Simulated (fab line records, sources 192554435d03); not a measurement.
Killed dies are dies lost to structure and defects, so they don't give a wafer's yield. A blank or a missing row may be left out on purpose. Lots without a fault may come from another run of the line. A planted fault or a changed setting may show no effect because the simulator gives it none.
fab line records | flow n5_finfet
record lots=11 wafers=33 last_day=18
route steps=1938 shown BEOL_M7@1281
lots that met no fault: from a run of the same line without faults
start_h: hours from the record's first day to the start of the lot's first wafer shown | wait_h: hours since the lot's step before | " the same as in the row above | L1.1+2: a row that stands for several wafers | - no value, or no start given | * or withheld: withheld | < > ~ a bound
route shown NAME@n: a module of which the file shows steps, and the number in the route of the first | usual: mean/standard deviation of fault-free wafers | same: alike in all rows | chamber/n: place in a boat | sites: the reading at each site | _std_site: their standard deviation | _edge_site: outer sites' mean less inner sites' | radius_mm: how far each site lies from the wafer's centre | mask NAME#n: copy n | behind: the tool/chamber that last shaped the wafer | hold: why the lot was held/for how many hours/how that ended | device: the transistor (n, p or np) that didn't switch | end of line: the same wafers' tests at the end of the route | a step without rows: its recipe alone | killed: dies lost to structure and defects at the first sort, not the wafer's yield | map: a wafer's dies, x killed, . not, _ none there
set.NAME: the setting as run; set.NAME@STEP: as run at that earlier step | model.NAME: the simulator's own value behind a step, which no gauge read
steps of the route over a sample of lots; a table a step, a row a wafer
services: from which hour (start_h, from the record's first day; less than 0 if before it) a tool's chamber was out of use, for how many hours, and why
## steps
# step N5_BEOL_M7_ETCH_62
# recipe chemistry=N2/H2 target=SOC target_depth_a=1100 overetch_a=220 mask_material=SiARC temp_c=40 time_s=165 ion_energy_ev=200 pressure_mtorr=30 source_w=840 bias_w=150 n2_flow_sccm=200 h2_flow_sccm=200
# usual drypump_motor_current_A=5.8/0.38 oes_product_au=0.64/0.044 rf_vpp_V=524.4/2.1 showerhead_plenum_p_Torr=2.56/0.07 throttle_valve_pct=17.93/0.15
# columns lot.wafer tool chamber start_h wait_h drypump_motor_current_A oes_product_au rf_hours_counter_h rf_vpp_V showerhead_plenum_p_Torr throttle_valve_pct
L377.2 rie_diel-05 1 187.38 0.0 5.8 0.62 169 526.7 2.64 17.87
L377.3 " 2 " " 5.7 0.62 201 526.9 2.62 18.05
L377.5 " 0 " " 5.3 0.69 - 524.5 2.57 18.14
L379.2 rie_diel-03 0 197.06 0.0 6.4 0.62 209 524.1 2.51 17.85
L379.4 " 3 " " 5.6 0.59 213 522.9 2.52 17.94
L379.5 " 2 " " 5.5 0.62 - 523.3 2.52 17.69
L380.2 rie_diel-03 0 213.65 0.0 6.4 0.62 214 522.9 2.51 17.85
L380.4 " 1 " " 6.1 0.72 46 520.7 2.48 17.80
L380.5 " 0 " " 6.4 0.61 - 524.6 2.51 17.86
L381.1 rie_diel-05 2 219.92 0.0 5.7 0.61 212 525.8 2.62 18.06
L381.3 " 1 " " 5.8 0.62 179 526.7 2.64 17.89
L381.5 " 2 " " 5.7 0.61 - 525.2 2.62 18.08
L383.1 rie_diel-03 0 223.28 0.0 6.4 0.61 217 522.8 2.51 17.87
L383.3 " 2 " " 5.4 0.62 193 522.8 2.52 17.70
L383.4 " 1 " " 6.0 0.72 49 524.0 2.48 17.79
L384.1 rie_diel-03 3 237.34 0.0 5.6 0.58 226 522.7 2.51 17.97
L384.2 " 2 " " 5.4 0.62 197 523.6 2.52 17.72
L384.5 " 2 " " 5.4 0.62 - 524.0 2.52 17.69
L388.3 rie_diel-05 2 287.42 0.0 5.7 0.61 230 526.1 2.61 18.08
L388.4 " 0 " " 5.2 0.66 118 524.3 2.55 18.19
L388.6 " 0 " " 5.2 0.66 - 526.3 2.55 18.19
L395.1 rie_diel-04 0 310.20 0.0 5.4 0.69 98 528.5 2.68 17.70
L395.2 " 3 " " 6.5 0.59 206 523.6 2.52 17.88
L395.6 " 1 " " 6.2 0.61 - 523.4 2.53 18.12
L396.1 rie_diel-04 0 313.82 0.0 5.4 0.68 99 528.3 2.68 17.68
L396.3 " 2 " " 6.5 0.60 241 523.4 2.51 17.92
L396.6 " 1 " " 6.2 0.62 - 522.4 2.53 18.11
L397.1 rie_diel-03 3 316.18 0.0 5.6 0.57 244 521.8 2.50 17.99
L397.3 " 1 " " 6.1 0.69 73 521.5 2.47 17.83
L397.4 " 2 " " 5.5 0.60 218 524.4 2.51 17.75
L399.1 rie_diel-03 2 343.11 0.0 5.4 0.60 227 523.2 2.51 17.77
L399.5 " 0 " " 6.4 0.59 - 523.6 2.49 17.90
L399.6 " 1 " " 6.0 0.69 - 521.9 2.47 17.85
# step N5_BEOL_M7_CD_MEAS_35
# recipe target_cd_nm=40 polarity=opening
# usual cd_nm=40.0/0.42
# columns lot.wafer tool chamber start_h wait_h cd_nm
L377.2 cd_sem-03 - 188.90 0.0 39.9
L377.3 " - " " 39.9
L377.5 " - " " 39.9
L379.2 cd_sem-02 - 200.10 0.0 40.4
L379.4 " - " " 40.0
L379.5 " - " " 40.4
L380.2 cd_sem-02 - 215.17 0.0 40.0
L380.4 " - " " 39.4
L380.5 " - " " 40.0
L381.1 cd_sem-03 - 222.92 0.0 40.2
L381.3 " - " " 40.5
L381.5 " - " " 40.1
L383.1 cd_sem-03 - 226.69 0.0 39.8
L383.3 " - " " 39.8
L383.4 " - " " 38.8
L384.1 cd_sem-01 - 242.32 0.0 40.2
L384.2 " - " " 40.3
L384.5 " - " " 40.4
L388.3 cd_sem-03 - 288.80 0.0 41.2
L388.4 " - " " 41.2
L388.6 " - " " 41.0
L395.1 cd_sem-02 - 311.85 0.0 39.4
L395.2 " - " " 39.6
L395.6 " - " " 39.7
L396.1 cd_sem-03 - 315.82 0.0 40.4
L396.3 " - " " 40.1
L396.6 " - " " 40.6
L397.1 cd_sem-03 - 318.64 0.0 40.8
L397.3 " - " " 40.2
L397.4 " - " " 40.4
L399.1 cd_sem-01 - 345.25 0.0 40.3
L399.5 " - " " 40.6
L399.6 " - " " 40.3
# step N5_BEOL_M7_DEGAS_44
# recipe ambient=vacuum temp_c=250 time_s=60
# usual heater_power_w=341/39
# columns lot.wafer tool chamber start_h wait_h heater_power_w
L377.2 pvd_sputter-03 - 190.53 1.5 390
L377.3 " - " " 385
L377.5 " - " " 391
L379.2 pvd_sputter-03 - 200.46 0.2 379
L379.4 " - " " 388
L379.5 " - " " 395
L380.2 pvd_sputter-01 - 215.84 0.5 372
L380.4 " - " " 285
L380.5 " - " " 291
L381.1 pvd_sputter-02 - 223.52 0.5 308
L381.3 " - " " 351
L381.5 " - " " 349
L383.1 pvd_sputter-01 - 227.14 0.4 283
L383.3 " - " " 312
L383.4 " - " " 378
L384.1 pvd_sputter-03 - 244.63 2.2 284
L384.2 " - " " 354
L384.5 " - " " 286
L388.3 pvd_sputter-01 - 289.24 0.2 280
L388.4 " - " " 313
L388.6 " - " " 287
L395.1 pvd_sputter-03 - 312.56 0.4 391
L395.2 " - " " 264
L395.6 " - " " 364
L396.1 pvd_sputter-02 - 316.27 0.4 352
L396.3 " - " " 340
L396.6 " - " " 345
L397.1 pvd_sputter-02 - 319.34 0.4 303
L397.3 " - " " 345
L397.4 " - " " 342
L399.1 pvd_sputter-03 - 346.12 0.8 377
L399.5 " - " " 272
L399.6 " - " " 379
# step N5_BEOL_M7_SPUTTER_48
# recipe material=Cu target_thk_a=100 temp_c=-20 bias_v=60 power_w=26000 chamber_pressure_pa=0.13 time_s=1.667
# usual throttle_valve_pct=29.5/0.97
# columns lot.wafer tool chamber start_h wait_h throttle_valve_pct
L377.2 pvd_sputter-02 - 191.25 0.1 27.6
L377.3 " - " " 28.7
L377.5 " - " " 27.9
L379.2 pvd_sputter-02 - 201.22 0.1 27.8
L379.4 " - " " 30.0
L379.5 " - " " 29.6
L380.2 pvd_sputter-01 - 216.50 0.1 29.6
L380.4 " - " " 30.3
L380.5 " - " " 28.7
L381.1 pvd_sputter-03 - 224.13 0.1 29.9
L381.3 " - " " 29.4
L381.5 " - " " 29.8
L383.1 pvd_sputter-02 - 228.04 0.2 29.7
L383.3 " - " " 27.9
L383.4 " - " " 28.5
L384.1 pvd_sputter-02 - 245.72 0.3 29.8
L384.2 " - " " 27.9
L384.5 " - " " 28.6
L388.3 pvd_sputter-01 - 290.08 0.2 29.4
L388.4 " - " " 28.4
L388.6 " - " " 28.5
L395.1 pvd_sputter-01 - 313.36 0.2 29.6
L395.2 " - " " 30.0
L395.6 " - " " 30.5
L396.1 pvd_sputter-01 - 316.93 0.1 29.7
L396.3 " - " " 29.6
L396.6 " - " " 30.3
L397.1 pvd_sputter-01 - 320.21 0.1 29.3
L397.3 " - " " 30.4
L397.4 " - " " 28.6
L399.1 pvd_sputter-02 - 346.73 0.1 27.7
L399.5 " - " " 30.1
L399.6 " - " " 28.8
# step N5_BEOL_M7_DEP_56
# recipe material=SiCN target_thk_a=100 temp_c=withheld precursor=3MS/NH3 pressure_torr=3 rf_w=202 time_s=17.5
# usual showerhead_plenum_p_Torr=3.654/0.017 throttle_valve_pct=9.3/0.69
# columns lot.wafer tool chamber start_h wait_h showerhead_plenum_p_Torr throttle_valve_pct
L377.2 pecvd-01 1 192.13 0.0 3.659 9.9
L377.3 " 2 " " 3.620 8.9
L377.5 " 2 " " 3.627 8.8
L379.2 pecvd-01 2 202.65 0.0 3.632 8.7
L379.4 " 2 " " 3.636 9.0
L379.5 " 1 " " 3.662 9.8
L380.2 pecvd-01 2 217.37 0.0 3.634 8.9
L380.4 " 1 " " 3.660 10.2
L380.5 " 0 " " 3.641 10.0
L381.1 pecvd-01 0 225.65 0.0 3.636 10.0
L381.3 " 1 " " 3.666 9.9
L381.5 " 2 " " 3.625 8.7
L383.1 pecvd-02 2 228.90 0.0 3.678 8.9
L383.3 " 1 " " 3.644 9.2
L383.4 " 0 " " 3.669 9.1
L384.1 pecvd-01 2 246.58 0.0 3.635 8.9
L384.2 " 0 " " 3.631 10.5
L384.5 " 0 " " 3.646 10.3
L388.3 pecvd-01 2 291.17 0.0 3.626 9.2
L388.4 " 0 " " 3.647 10.4
L388.6 " 2 " " 3.628 8.9
L395.1 pecvd-04 2 314.46 0.0 3.678 8.4
L395.2 " 0 " " 3.676 10.1
L395.6 " 0 " " 3.673 10.2
L396.1 pecvd-04 2 317.81 0.0 3.677 8.4
L396.3 " 1 " " 3.638 8.5
L396.6 " 2 " " 3.678 8.3
L397.1 pecvd-02 0 321.07 0.0 3.670 9.0
L397.3 " 1 " " 3.651 8.6
L397.4 " 2 " " 3.671 9.2
L399.1 pecvd-02 0 347.59 0.0 3.669 8.8
L399.5 " 0 " " 3.664 8.9
L399.6 " 1 " " 3.658 8.4
## services
# columns tool chamber start_h hours kind
pvd_sputter-02 - 174.26 5.0 repair
pecvd-02 - 181.53 0.9 repair
pecvd-01 - 189.49 2.2 repair
pecvd-01 0 217.93 1.7 repair
pecvd-02 - 229.79 2.9 repair
rie_diel-03 1 235.73 2.8 repair
pecvd-02 1 242.70 - clean
pecvd-02 1 242.70 29.5 scheduled_down
pecvd-02 1 242.70 29.5 vent_cycle
pecvd-04 - 247.94 0.7 repair
rie_diel-03 - 252.66 2.8 pm
rie_diel-04 3 264.39 11.2 repair
pecvd-02 1 272.20 5.5 scheduled_down
rie_diel-04 0 290.08 9.8 repair
pecvd-01 0 295.95 2.1 scheduled_down
rie_diel-03 3 308.45 5.8 repair
pecvd-01 - 312.06 6.0 pm
rie_diel-05 2 328.85 3.0 repair
rie_diel-03 3 334.88 - clean
rie_diel-03 3 334.88 - consumable_replace:esc
rie_diel-03 3 334.88 - consumable_replace:focus_ring
rie_diel-03 3 334.88 25.6 scheduled_down
rie_diel-03 3 334.88 25.6 vent_cycle
rie_diel-05 1 340.18 4.2 repair
## key
first_sign step=N5_BEOL_M7_CD_MEAS_35 reading=cd_nm direction=up sigmas=2.5 usual=40.0 struck=41.1
effect none on later readings
met_at N5_BEOL_M7_ETCH_62
struck_lots L388
not_acting_at N5_BEOL_M7_DEGAS_44,N5_BEOL_M7_SPUTTER_48,N5_BEOL_M7_DEP_56
onset_between 219.92 287.42
fault kind=process_parameter_drift tool=rie_diel-05 chamber=- onset_h=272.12 steps=N5_BEOL_M7_ETCH_62 channel=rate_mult offset=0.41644 shape=step end_h=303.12
